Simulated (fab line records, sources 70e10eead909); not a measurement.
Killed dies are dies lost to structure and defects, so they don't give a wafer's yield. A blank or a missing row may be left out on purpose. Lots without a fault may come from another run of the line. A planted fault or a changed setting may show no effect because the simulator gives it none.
Which tool did it? | flow nand_harc | 23 lots, 69 wafers sampled, at 6 steps of a route of 1302

WHAT THE GAUGES READ, wafer by wafer
The record holds no reading of a measuring or inspecting step that can be judged against a usual standard deviation.

WHICH TOOL RAN EACH LOT (tool, then ch and the chambers of the sampled wafers, then the start)
lot  | NHARC_A_STAIRCASE_TRIM_14                     | NHARC_A_STAIRCASE_TRIM_18                     | NHARC_A_STAIRCASE_TRIM_22                     | NHARC_A_STAIRCASE_DESCUM_186       | NHARC_A_STAIRCASE_ETCH_192     | NHARC_A_STAIRCASE_ETCH_201
L075 | rie_diel-08 ch 0,2, day 15 19:22 or earlier   | rie_diel-08 ch 0,1,2, day 15 19:22 or earlier | rie_diel-13 ch 0,1,2, day 15 19:22 or earlier | rie_diel-13 ch 1,2, day 15 19:22   | rie_diel-13 ch 0,1,2, no start | rie_diel-13 ch 0,1,2, no start
L074 | rie_diel-08 ch 0,1,3, day 15 21:48 or earlier | rie_diel-08 ch 1,2,3, day 15 21:48 or earlier | rie_diel-05 ch 1,2,3, day 15 21:48 or earlier | rie_diel-05 ch 2,3, day 15 21:48   | rie_diel-05 ch 0,1, no start   | rie_diel-05 ch 2,3, no start
L077 | rie_diel-13 ch 0,1,2, day 16 20:05 or earlier | rie_diel-13 ch 1,2,3, day 16 20:05 or earlier | rie_diel-08 ch 0,1,2, day 16 20:05 or earlier | rie_diel-13 ch 0,1,3, day 16 20:05 | rie_diel-13 ch 0,1,2, no start | rie_diel-13 ch 0,1,2, no start
L076 | rie_diel-13 ch 1,2, day 16 20:23 or earlier   | rie_diel-13 ch 0,3, day 16 20:23 or earlier   | rie_diel-13 ch 0,3, day 16 20:23 or earlier   | rie_diel-08 ch 0,2, day 16 20:23   | rie_diel-08 ch 0,1,3, no start | rie_diel-08 ch 1,2,3, no start
L078 | rie_diel-13 ch 2,3, day 16 20:24 or earlier   | rie_diel-13 ch 0,1, day 16 20:24 or earlier   | rie_diel-08 ch 0,2, day 16 20:24 or earlier   | rie_diel-05 ch 1,3, day 16 20:24   | rie_diel-05 ch 0,1,2, no start | rie_diel-05 ch 1,2,3, no start
L079 | rie_diel-05 ch 0,2,3, day 18 01:26 or earlier | rie_diel-05 ch 0,1,3, day 18 01:26 or earlier | rie_diel-13 ch 1,2, day 18 01:26 or earlier   | rie_diel-13 ch 1,2,3, day 18 01:26 | rie_diel-13 ch 1,2,3, no start | rie_diel-08 ch 1,2,3, no start
L080 | rie_diel-08 ch 0,2,3, day 18 02:24 or earlier | rie_diel-08 ch 0,2,3, day 18 02:24 or earlier | rie_diel-13 ch 1,2,3, day 18 02:24 or earlier | rie_diel-13 ch 0,1,2, day 18 02:24 | rie_diel-13 ch 0,2,3, no start | rie_diel-13 ch 1,2,3, no start
L081 | rie_diel-05 ch 0,1,3, day 18 02:01 or earlier | rie_diel-05 ch 0,1,2, day 18 02:01 or earlier | rie_diel-08 ch 0,1,3, day 18 02:01 or earlier | rie_diel-08 ch 0,1,2, day 18 02:01 | rie_diel-08 ch 0,1,3, no start | rie_diel-08 ch 0,1,3, no start
L082 | rie_diel-05 ch 1,2,3, day 19 02:14 or earlier | rie_diel-05 ch 0,2,3, day 19 02:14 or earlier | rie_diel-08 ch 1,2,3, day 19 02:14 or earlier | rie_diel-05 ch 0,2,3, day 19 02:14 | rie_diel-05 ch 0,1, no start   | rie_diel-08 ch 0,2,3, no start
L083 | rie_diel-08 ch 1,2, day 19 07:20 or earlier   | rie_diel-08 ch 0,3, day 19 07:20 or earlier   | rie_diel-05 ch 0,1,3, day 19 07:20 or earlier | rie_diel-08 ch 1,2,3, day 19 07:20 | rie_diel-08 ch 0,2,3, no start | rie_diel-08 ch 0,1, no start
L085 | rie_diel-05 ch 0,2,3, day 20 15:25 or earlier | rie_diel-05 ch 1,2,3, day 20 15:25 or earlier | rie_diel-05 ch 0,1, day 20 15:25 or earlier   | rie_diel-13 ch 1,2,3, day 20 15:25 | rie_diel-13 ch 1,2,3, no start | rie_diel-08 ch 1,3, no start
L084 | rie_diel-05 ch 0,1,3, day 20 18:15 or earlier | rie_diel-05 ch 0,2,3, day 20 18:15 or earlier | rie_diel-05 ch 0,2,3, day 20 18:15 or earlier | rie_diel-08 ch 0,1,3, day 20 18:15 | rie_diel-08 ch 0,2,3, no start | rie_diel-08 ch 0,1,2, no start
L086 | rie_diel-13 ch 0,1,2, day 21 00:10 or earlier | rie_diel-13 ch 0,1, day 21 00:10 or earlier   | rie_diel-05 ch 1,2, day 21 00:10 or earlier   | rie_diel-08 ch 0,1,2, day 21 00:10 | rie_diel-08 ch 0,2,3, no start | rie_diel-08 ch 0,1, no start
L087 | rie_diel-05 ch 1,2, day 21 20:33 or earlier   | rie_diel-05 ch 0,3, day 21 20:33 or earlier   | rie_diel-13 ch 0,1,3, day 21 20:33 or earlier | rie_diel-05 ch 1,2, day 21 20:33   | rie_diel-05 ch 0,3, no start   | rie_diel-05 ch 1,2,3, no start
L088 | rie_diel-08 ch 1,2, day 21 20:49 or earlier   | rie_diel-08 ch 0,2, day 21 20:49 or earlier   | rie_diel-08 ch 1,2,3, day 21 20:49 or earlier | rie_diel-08 ch 0,1,3, day 21 20:49 | rie_diel-08 ch 0,1,2, no start | rie_diel-13 ch 0,1,3, no start
L090 | rie_diel-05 ch 0,3, day 22 09:17 or earlier   | rie_diel-05 ch 0,1,3, day 22 09:17 or earlier | rie_diel-05 ch 0,1, day 22 09:17 or earlier   | rie_diel-13 ch 2,3, day 22 09:17   | rie_diel-13 ch 0,3, no start   | rie_diel-13 ch 1,2,3, no start
L089 | rie_diel-05 ch 0,2,3, day 22 09:34 or earlier | rie_diel-05 ch 0,2,3, day 22 09:34 or earlier | rie_diel-05 ch 0,1,3, day 22 09:34 or earlier | rie_diel-05 ch 1,2,3, day 22 09:34 | rie_diel-05 ch 0,2,3, no start | rie_diel-08 ch 1,2,3, no start
L092 | rie_diel-13 ch 0,1,3, day 23 18:51 or earlier | rie_diel-13 ch 0,1,3, day 23 18:51 or earlier | rie_diel-08 ch 0,2,3, day 23 18:51 or earlier | rie_diel-05 ch 0,2,3, day 23 18:51 | rie_diel-05 ch 1,2,3, no start | rie_diel-13 ch 0,1,3, no start
L093 | rie_diel-08 ch 1,2,3, day 24 06:51 or earlier | rie_diel-08 ch 1,3, day 24 06:51 or earlier   | rie_diel-13 ch 1,2,3, day 24 06:51 or earlier | rie_diel-05 ch 0,1,2, day 24 06:51 | rie_diel-05 ch 0,2, no start   | rie_diel-13 ch 1,2,3, no start
L095 | rie_diel-08 ch 0,2, day 24 18:48 or earlier   | rie_diel-08 ch 0,1, day 24 18:48 or earlier   | rie_diel-08 ch 1,3, day 24 18:48 or earlier   | rie_diel-05 ch 0,1,2, day 24 18:48 | rie_diel-05 ch 2,3, no start   | rie_diel-05 ch 0,1,3, no start
L094 | rie_diel-13 ch 1,2,3, day 24 19:04 or earlier | rie_diel-13 ch 0,2,3, day 24 19:04 or earlier | rie_diel-13 ch 0,2,3, day 24 19:04 or earlier | rie_diel-05 ch 0,1,2, day 24 19:04 | rie_diel-05 ch 0,1,3, no start | rie_diel-13 ch 1,2,3, no start
L096 | rie_diel-05 ch 0,1,2, day 25 02:38 or earlier | rie_diel-05 ch 1,2,3, day 25 02:38 or earlier | rie_diel-05 ch 0,2,3, day 25 02:38 or earlier | rie_diel-13 ch 0,2,3, day 25 02:38 | rie_diel-13 ch 1,2,3, no start | rie_diel-13 ch 0,1,3, no start
L097 | rie_diel-08 ch 0,2, day 25 15:07 or earlier   | rie_diel-08 ch 2,3, day 25 15:07 or earlier   | rie_diel-08 ch 0,1, day 25 15:07 or earlier   | rie_diel-08 ch 0,1, day 25 15:07   | rie_diel-08 ch 1,2,3, no start | rie_diel-13 ch 0,3, no start
- NHARC_A_STAIRCASE_TRIM_14: chemistry O2, time 211.2 s.
- NHARC_A_STAIRCASE_TRIM_18: chemistry O2, time 211.2 s.
- NHARC_A_STAIRCASE_TRIM_22: chemistry O2, time 211.2 s.
- NHARC_A_STAIRCASE_DESCUM_186: chemistry O2, time 3 s.
- NHARC_A_STAIRCASE_ETCH_192: etches the open film in C4F8/O2, target depth 100 nm, time 40.5 s.
- NHARC_A_STAIRCASE_ETCH_201: etches the open film in C4F8/O2, target depth 100 nm, time 40.5 s.

WHAT THE TOOLS THEMSELVES READ (means of the sampled wafers that have a number; where no wafer has one, the mark that the record gives instead)
NHARC_A_STAIRCASE_TRIM_14. Usual: drypump_motor_current_A 5.9 A, standard deviation 0.35; oes_product_au 1.002 a.u., standard deviation 0.0097; rf_vpp_V 57.9 V, standard deviation 0.99; showerhead_plenum_p_Torr 3.58 Torr, standard deviation 0.18; throttle_valve_pct 17.037 %, standard deviation 0.0084.
lot  | tool        | drypump_motor_current_A (A) | oes_product_au (a.u.) | rf_vpp_V (V) | showerhead_plenum_p_Torr (Torr) | throttle_valve_pct (%) | flag
L075 | rie_diel-08 | 5.9                         | 1.006                 | 57.2         | 3.41                            | 17.041                 |
L074 | rie_diel-08 | 5.8                         | 1.009                 | 57.6         | 3.60                            | 17.041                 |
L077 | rie_diel-13 | 6.0                         | 1.006                 | 58.2         | 3.62                            | 17.034                 |
L076 | rie_diel-13 | 6.0                         | 1.004                 | 57.9         | 3.76                            | 17.034                 |
L078 | rie_diel-13 | 5.8                         | 0.997                 | 58.0         | 3.46                            | 17.043                 |
L079 | rie_diel-05 | 5.8                         | 1.008                 | 57.3         | 3.40                            | 17.040                 |
L080 | rie_diel-08 | 5.7                         | 1.005                 | 57.8         | 3.60                            | 17.032                 |
L081 | rie_diel-05 | 5.9                         | 1.000                 | 57.7         | 3.51                            | 17.038                 |
L082 | rie_diel-05 | 6.0                         | 0.991                 | 57.6         | 3.57                            | 17.043                 |
L083 | rie_diel-08 | 6.1                         | 1.006                 | 58.4         | 3.79                            | 17.037                 |
L085 | rie_diel-05 | 5.8                         | 1.000                 | 58.3         | 3.57                            | 17.034                 |
L084 | rie_diel-05 | 6.0                         | 0.995                 | 58.2         | 3.68                            | 17.038                 |
L086 | rie_diel-13 | 6.0                         | 1.014                 | 57.9         | 3.60                            | 17.029                 |
L087 | rie_diel-05 | 6.1                         | 0.989                 | 58.1         | 3.65                            | 17.024                 |
L088 | rie_diel-08 | 6.1                         | 1.000                 | 58.7         | 3.78                            | 17.032                 |
L090 | rie_diel-05 | 5.7                         | 1.002                 | 58.3         | 3.69                            | 17.039                 |
L089 | rie_diel-05 | 5.8                         | 1.005                 | 58.0         | 3.56                            | 17.039                 |
L092 | rie_diel-13 | 6.0                         | 1.000                 | 57.7         | 3.44                            | 17.040                 |
L093 | rie_diel-08 | 5.8                         | 1.003                 | 57.8         | 3.68                            | 17.033                 |
L095 | rie_diel-08 | 6.0                         | 1.001                 | 57.6         | 3.67                            | 17.034                 |
L094 | rie_diel-13 | 6.1                         | 1.005                 | 58.1         | 3.58                            | 17.049                 |
L096 | rie_diel-05 | 5.8                         | 1.007                 | 58.7         | 3.64                            | 17.038                 |
L097 | rie_diel-08 | 5.9                         | 1.005                 | 57.5         | 3.54                            | 17.046                 |

NHARC_A_STAIRCASE_TRIM_18. Usual: drypump_motor_current_A 5.9 A, standard deviation 0.34; oes_product_au 1.001 a.u., standard deviation 0.01; rf_vpp_V 57.9 V, standard deviation 0.84; showerhead_plenum_p_Torr 3.57 Torr, standard deviation 0.18; throttle_valve_pct 17.034 %, standard deviation 0.0093.
lot  | tool        | drypump_motor_current_A (A) | oes_product_au (a.u.) | rf_vpp_V (V) | showerhead_plenum_p_Torr (Torr) | throttle_valve_pct (%) | flag
L075 | rie_diel-08 | 6.1                         | 0.996                 | 58.3         | 3.51                            | 17.048                 |
L074 | rie_diel-08 | 5.8                         | 0.994                 | 57.7         | 3.53                            | 17.046                 |
L077 | rie_diel-13 | 6.1                         | 1.007                 | 58.0         | 3.61                            | 17.038                 |
L076 | rie_diel-13 | 5.8                         | 0.997                 | 57.2         | 3.32                            | 17.036                 |
L078 | rie_diel-13 | 5.9                         | 1.007                 | 57.6         | 3.47                            | 17.032                 |
L079 | rie_diel-05 | 5.9                         | 1.005                 | 58.4         | 3.52                            | 17.039                 |
L080 | rie_diel-08 | 5.7                         | 1.000                 | 58.7         | 3.60                            | 17.043                 |
L081 | rie_diel-05 | 5.8                         | 1.005                 | 57.2         | 3.50                            | 17.031                 |
L082 | rie_diel-05 | 5.8                         | 1.007                 | 57.8         | 3.58                            | 17.032                 |
L083 | rie_diel-08 | 5.4                         | 1.001                 | 57.3         | 3.51                            | 17.032                 |
L085 | rie_diel-05 | 6.0                         | 0.991                 | 58.2         | 3.56                            | 17.045                 |
L084 | rie_diel-05 | 5.8                         | 0.998                 | 58.5         | 3.57                            | 17.034                 |
L086 | rie_diel-13 | 5.9                         | 1.004                 | 57.5         | 3.46                            | 17.025                 |
L087 | rie_diel-05 | 5.8                         | 1.001                 | 58.1         | 3.69                            | 17.032                 |
L088 | rie_diel-08 | 5.9                         | 1.003                 | 58.9         | 3.68                            | 17.030                 |
L090 | rie_diel-05 | 5.9                         | 0.999                 | 58.0         | 3.68                            | 17.033                 |
L089 | rie_diel-05 | 5.8                         | 1.000                 | 57.5         | 3.57                            | 17.030                 |
L092 | rie_diel-13 | 6.0                         | 0.984                 | 57.8         | 3.44                            | 17.033                 |
L093 | rie_diel-08 | 5.9                         | 1.006                 | 57.9         | 3.67                            | 17.033                 |
L095 | rie_diel-08 | 6.2                         | 1.003                 | 57.6         | 3.65                            | 17.041                 |
L094 | rie_diel-13 | 5.8                         | 0.992                 | 58.3         | 3.45                            | 17.035                 |
L096 | rie_diel-05 | 6.0                         | 0.996                 | 58.0         | 3.54                            | 17.038                 |
L097 | rie_diel-08 | 5.7                         | 0.997                 | 58.2         | 3.68                            | 17.038                 |

NHARC_A_STAIRCASE_TRIM_22. Usual: drypump_motor_current_A 5.9 A, standard deviation 0.37; oes_product_au 1.000 a.u., standard deviation 0.011; rf_vpp_V 57.9 V, standard deviation 0.89; showerhead_plenum_p_Torr 3.61 Torr, standard deviation 0.18; throttle_valve_pct 17.036 %, standard deviation 0.0087.
lot  | tool        | drypump_motor_current_A (A) | oes_product_au (a.u.) | rf_vpp_V (V) | showerhead_plenum_p_Torr (Torr) | throttle_valve_pct (%) | flag
L075 | rie_diel-13 | 6.0                         | 1.002                 | 57.5         | 3.62                            | 17.038                 |
L074 | rie_diel-05 | 6.0                         | 1.008                 | 58.0         | 3.58                            | 17.039                 |
L077 | rie_diel-08 | 6.1                         | 1.005                 | 58.0         | 3.69                            | 17.041                 |
L076 | rie_diel-13 | 5.8                         | 1.004                 | 57.3         | 3.32                            | 17.030                 |
L078 | rie_diel-08 | 6.0                         | 0.998                 | 58.6         | 3.70                            | 17.041                 |
L079 | rie_diel-13 | 6.3                         | 1.008                 | 58.1         | 3.74                            | 17.038                 |
L080 | rie_diel-13 | 6.1                         | 1.003                 | 58.4         | 3.60                            | 17.036                 |
L081 | rie_diel-08 | 5.8                         | 1.000                 | 57.5         | 3.59                            | 17.039                 |
L082 | rie_diel-08 | 5.8                         | 0.998                 | 59.3         | 3.70                            | 17.040                 |
L083 | rie_diel-05 | 6.0                         | 1.002                 | 57.2         | 3.69                            | 17.027                 |
L085 | rie_diel-05 | 6.0                         | 0.991                 | 58.2         | 3.77                            | 17.039                 |
L084 | rie_diel-05 | 5.8                         | 1.001                 | 57.7         | 3.57                            | 17.039                 |
L086 | rie_diel-05 | 6.1                         | 0.976                 | 58.0         | 3.65                            | 17.041                 |
L087 | rie_diel-13 | 6.0                         | 1.003                 | 57.4         | 3.45                            | 17.035                 |
L088 | rie_diel-08 | 5.8                         | 0.993                 | 59.1         | 3.69                            | 17.038                 |
L090 | rie_diel-05 | 5.8                         | 0.993                 | 58.0         | 3.78                            | 17.025                 |
L089 | rie_diel-05 | 6.0                         | 0.989                 | 57.8         | 3.68                            | 17.031                 |
L092 | rie_diel-08 | 5.7                         | 1.001                 | 57.9         | 3.58                            | 17.036                 |
L093 | rie_diel-13 | 6.1                         | 0.997                 | 58.5         | 3.58                            | 17.032                 |
L095 | rie_diel-08 | 5.6                         | 1.000                 | 57.7         | 3.59                            | 17.044                 |
L094 | rie_diel-13 | 5.7                         | 1.004                 | 57.5         | 3.45                            | 17.032                 |
L096 | rie_diel-05 | 5.8                         | 1.001                 | 58.1         | 3.55                            | 17.043                 |
L097 | rie_diel-08 | 6.2                         | 1.006                 | 58.3         | 3.64                            | 17.037                 |

NHARC_A_STAIRCASE_DESCUM_186. Usual: drypump_motor_current_A 5.9 A, standard deviation 0.33; oes_product_au 1.001 a.u., standard deviation 0.0098; rf_vpp_V 57.8 V, standard deviation 0.97; showerhead_plenum_p_Torr 1.95 Torr, standard deviation 0.11; throttle_valve_pct 11.311 %, standard deviation 0.0088.
lot  | tool        | drypump_motor_current_A (A) | oes_product_au (a.u.) | rf_vpp_V (V) | showerhead_plenum_p_Torr (Torr) | throttle_valve_pct (%) | flag
L075 | rie_diel-13 | 6.0                         | 1.004                 | 58.3         | 2.05                            | 11.302                 |
L074 | rie_diel-05 | 5.9                         | 1.008                 | 58.7         | 1.88                            | 11.318                 |
L077 | rie_diel-13 | 6.0                         | 1.005                 | 56.8         | 1.88                            | 11.310                 |
L076 | rie_diel-08 | 5.9                         | 1.013                 | 57.8         | 1.95                            | 11.309                 |
L078 | rie_diel-05 | 6.1                         | 0.997                 | 57.9         | 1.95                            | 11.309                 |
L079 | rie_diel-13 | 6.1                         | 1.008                 | 58.1         | 1.96                            | 11.313                 |
L080 | rie_diel-13 | 6.0                         | 1.000                 | 58.4         | 1.96                            | 11.315                 |
L081 | rie_diel-08 | 6.0                         | 1.002                 | 57.9         | 2.00                            | 11.310                 |
L082 | rie_diel-05 | 5.8                         | 1.000                 | 58.2         | 1.94                            | 11.301                 |
L083 | rie_diel-08 | 5.8                         | 1.000                 | 57.9         | 2.01                            | 11.310                 |
L085 | rie_diel-13 | 6.1                         | 1.002                 | 57.3         | 1.95                            | 11.311                 |
L084 | rie_diel-08 | 5.8                         | 0.992                 | 57.8         | 1.94                            | 11.317                 |
L086 | rie_diel-08 | 6.1                         | 1.000                 | 57.7         | 2.00                            | 11.316                 |
L087 | rie_diel-05 | 6.0                         | 0.987                 | 58.4         | 1.98                            | 11.308                 |
L088 | rie_diel-08 | 5.8                         | 0.998                 | 58.6         | 1.94                            | 11.310                 |
L090 | rie_diel-13 | 5.8                         | 1.006                 | 57.1         | 1.87                            | 11.310                 |
L089 | rie_diel-05 | 6.0                         | 0.991                 | 57.3         | 1.93                            | 11.312                 |
L092 | rie_diel-05 | 5.8                         | 1.009                 | 57.5         | 1.93                            | 11.313                 |
L093 | rie_diel-05 | 5.9                         | 1.004                 | 58.3         | 1.98                            | 11.307                 |
L095 | rie_diel-05 | 5.9                         | 1.006                 | 58.1         | 1.98                            | 11.318                 |
L094 | rie_diel-05 | 5.9                         | 1.004                 | 58.3         | 1.98                            | 11.309                 |
L096 | rie_diel-13 | 5.7                         | 1.003                 | 56.7         | 1.86                            | 11.307                 |
L097 | rie_diel-08 | 6.0                         | 1.011                 | 57.3         | 1.92                            | 11.302                 |

NHARC_A_STAIRCASE_ETCH_192. Usual: oes_product_au 0.943 a.u., standard deviation 0.013; rf_vpp_V 898 V, standard deviation 6.7.
lot  | tool        | oes_product_au (a.u.) | rf_vpp_V (V) | flag
L075 | rie_diel-13 | 0.951                 | 900          |
L074 | rie_diel-05 | 0.936                 | 900          |
L077 | rie_diel-13 | 0.951                 | 899          |
L076 | rie_diel-08 | 0.949                 | 898          |
L078 | rie_diel-05 | 0.955                 | 896          |
L079 | rie_diel-13 | 0.948                 | 899          |
L080 | rie_diel-13 | 0.947                 | 894          |
L081 | rie_diel-08 | 0.941                 | 898          |
L082 | rie_diel-05 | 0.947                 | 904          |
L083 | rie_diel-08 | 0.939                 | 899          |
L085 | rie_diel-13 | 0.951                 | 898          |
L084 | rie_diel-08 | 0.960                 | 898          |
L086 | rie_diel-08 | 0.943                 | 898          |
L087 | rie_diel-05 | 0.956                 | 898          |
L088 | rie_diel-08 | 0.942                 | 901          |
L090 | rie_diel-13 | 0.944                 | 888          |
L089 | rie_diel-05 | 0.928                 | 898          |
L092 | rie_diel-05 | 0.941                 | 896          |
L093 | rie_diel-05 | 0.953                 | 897          |
L095 | rie_diel-05 | 0.926                 | 892          |
L094 | rie_diel-05 | 0.932                 | 900          |
L096 | rie_diel-13 | 0.950                 | 897          |
L097 | rie_diel-08 | 0.947                 | 901          |

NHARC_A_STAIRCASE_ETCH_201. Usual: oes_product_au 0.945 a.u., standard deviation 0.011; rf_vpp_V 898 V, standard deviation 7.1.
lot  | tool        | oes_product_au (a.u.) | rf_vpp_V (V) | flag
L075 | rie_diel-13 | 0.933                 | 899          |
L074 | rie_diel-05 | 0.944                 | 894          |
L077 | rie_diel-13 | 0.953                 | 898          |
L076 | rie_diel-08 | 0.949                 | 903          |
L078 | rie_diel-05 | 0.941                 | 898          |
L079 | rie_diel-08 | 0.940                 | 903          |
L080 | rie_diel-13 | 0.945                 | 898          |
L081 | rie_diel-08 | 0.946                 | 898          |
L082 | rie_diel-08 | 0.936                 | 899          |
L083 | rie_diel-08 | 0.949                 | 897          |
L085 | rie_diel-08 | 0.951                 | 899          |
L084 | rie_diel-08 | 0.952                 | 901          |
L086 | rie_diel-08 | 0.941                 | 896          |
L087 | rie_diel-05 | 0.937                 | 897          |
L088 | rie_diel-13 | 0.947                 | 892          |
L090 | rie_diel-13 | 0.940                 | 898          |
L089 | rie_diel-08 | 0.948                 | 901          |
L092 | rie_diel-13 | 0.953                 | 893          |
L093 | rie_diel-13 | 0.951                 | 898          |
L095 | rie_diel-05 | 0.934                 | 901          |
L094 | rie_diel-13 | 0.960                 | 898          |
L096 | rie_diel-13 | 0.942                 | 891          |
L097 | rie_diel-13 | 0.943                 | 888          |

THE ANSWER, worked out from the rows above alone
Rule: a lot is off if the mean of its wafers that have a number lies more than 3 standard deviations from the usual mean. A lot without any number at a reading at which 4 lots or more have one is off too. The other lots that the step has rows for count as sound. The gauges are gone through in route order, then the tools' own readings, and for those a lot's mean is taken as printed above. The first step at which some lot is off is used, and at that step the reading that is off furthest; a lot without a number counts as furthest.
No lot is off at any reading shown: from this, nothing can be told.

WHAT THE SIMULATOR HAD PUT IN
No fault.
